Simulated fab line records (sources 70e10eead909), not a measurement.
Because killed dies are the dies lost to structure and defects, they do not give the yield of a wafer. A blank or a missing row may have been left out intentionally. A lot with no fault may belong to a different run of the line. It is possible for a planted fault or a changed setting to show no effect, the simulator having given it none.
2 desks looking at one fault	flow nand-harc	what lay behind the numbers comes last; until then each desk has only its own

DESK OF THE TOOL OWNER: pecvd-onon-01
The tool's own readings at NHARC_A_ONON_D2_DEP_00 (target thk 1000 nm): means of the sampled wafers that have a number, for each lot that ran on this tool. The brackets show how far a lot's mean lies from the usual mean; more than 4 standard deviations puts the lot out of limits, marked OUT.
Columns: A = susceptor-temp-C at NHARC_A_ONON_D2_DEP_00, usual 400.04 C
lot	first seen here	A
L720	day 15 04:51	400.29
L721	day 15 18:37	400.32
L722	day 16 00:12	400.09
L723	day 16 13:39	400.09
L724	day 17 00:35	400.07
L733	day 20 14:16	399.87
L735	day 21 11:22	399.85
L736	day 21 18:19	400.09
Result from this desk: across the 8 lots, nothing is out of limits.

FROM THE METROLOGY DESK
Lot by lot, what the gauges showed, no matter which tool ran the lot: averages of those sampled wafers that carry a number. The brackets show how far a lot's mean lies from the usual mean; more than 4 standard deviations puts the lot out of limits, marked OUT.
Columns: A = thk-nm at NHARC_A_ONON_D2_THK_MEAS_02, usual 1002 nm
lot	first seen here	A
L713	day 13 05:12	1001
L718	day 14 10:58	1016
L720	day 15 05:18	1013
L721	day 15 19:08	1005
L722	day 16 00:43	788 (-24) OUT
L723	day 16 14:02	908 (-11) OUT
L724	day 17 01:05	793 (-24) OUT
L729	day 19 03:55	1013
L732	day 20 06:53	989
L733	day 20 14:46	988
L735	day 21 11:49	1001
L734	day 21 18:49	1007
L736	day 21 18:50	996
This desk finds L722, L723, L724 out of limits, L722 being first, at day 16 00:43 (thk-nm at NHARC_A_ONON_D2_THK_MEAS_02). Within limits: L713, L718, L720, L721, L729, L732, L733, L735, L734, L736.

BROUGHT TOGETHER
Metrology desk: alarm possible at day 16 00:43 on L722, L723, L724.
The desk of the tool owner found nothing out of limits.
The tool owner's desk has L722, L723, L724 on record, within its limits.
All the named lots went through NHARC_A_ONON_D2_DEP_00 on pecvd-onon-01.

WHAT WAS PUT IN BY THE SIMULATOR
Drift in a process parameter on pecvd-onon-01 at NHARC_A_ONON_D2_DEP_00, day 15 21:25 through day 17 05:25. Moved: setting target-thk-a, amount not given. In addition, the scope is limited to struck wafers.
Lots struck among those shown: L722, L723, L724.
Delay in hours, fault start to first out-of-limits reading, per desk: metrology desk 3.
